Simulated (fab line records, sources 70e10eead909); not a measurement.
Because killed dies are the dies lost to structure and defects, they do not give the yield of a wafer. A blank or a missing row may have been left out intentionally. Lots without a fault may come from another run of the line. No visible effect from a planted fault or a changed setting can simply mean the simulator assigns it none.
Chamber matching -- flow nand-harc -- 4 sister chambers for NHARC_P_CONTACT_STRIP_28 on rie-diel-03
The step strips in O2. 4 wafers are shown with their chamber, then 10 later ones without.

## WAFERS WITH THEIR CHAMBER
wafer,chamber,drypump-motor-current-A (A)
L083.6,2,5.1
L086.1,3,5.9
L088.1,1,5.1
L088.2,0,6.1

## WAFERS WHOSE CHAMBER IS MISSING
wafer,drypump-motor-current-A (A)
L088.4,5.9
L094.1,5.1
L094.3,5.1
L094.5,5.9
L096.1,6.2
L096.4,5.9
L096.5,6.2
L097.2,6.2
L097.3,5.1
L097.6,5.9

## THE CHAMBER EACH PASSED THROUGH
wafer,from the rows above,in truth
L088.4,3,3
L094.1,can't be placed: 1 or 2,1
L094.3,can't be placed: 1 or 2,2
L094.5,3,3
L096.1,0,0
L096.4,3,3
L096.5,0,0
L097.2,0,0
L097.3,can't be placed: 1 or 2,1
L097.6,3,3
Correctly placed: 7 of 10. Not placeable from these rows: 3 (in 3, the candidates include the true chamber). Wrongly placed: 0.
How it was worked out, from the rows above alone: a wafer's distance from a chamber is the root of the sum, over the readings, of the square of ((its reading less the chamber's mean) divided by the reading's scatter). If the next closest chamber is less than 2 further off than the closest, the wafer can't be placed; otherwise it belongs to the closest. A chamber's mean is the mean of its shown wafers. The scatter (one wafer shown for each chamber): square how far every hidden wafer sits from the nearest shown wafer, average those squares and take the square root.
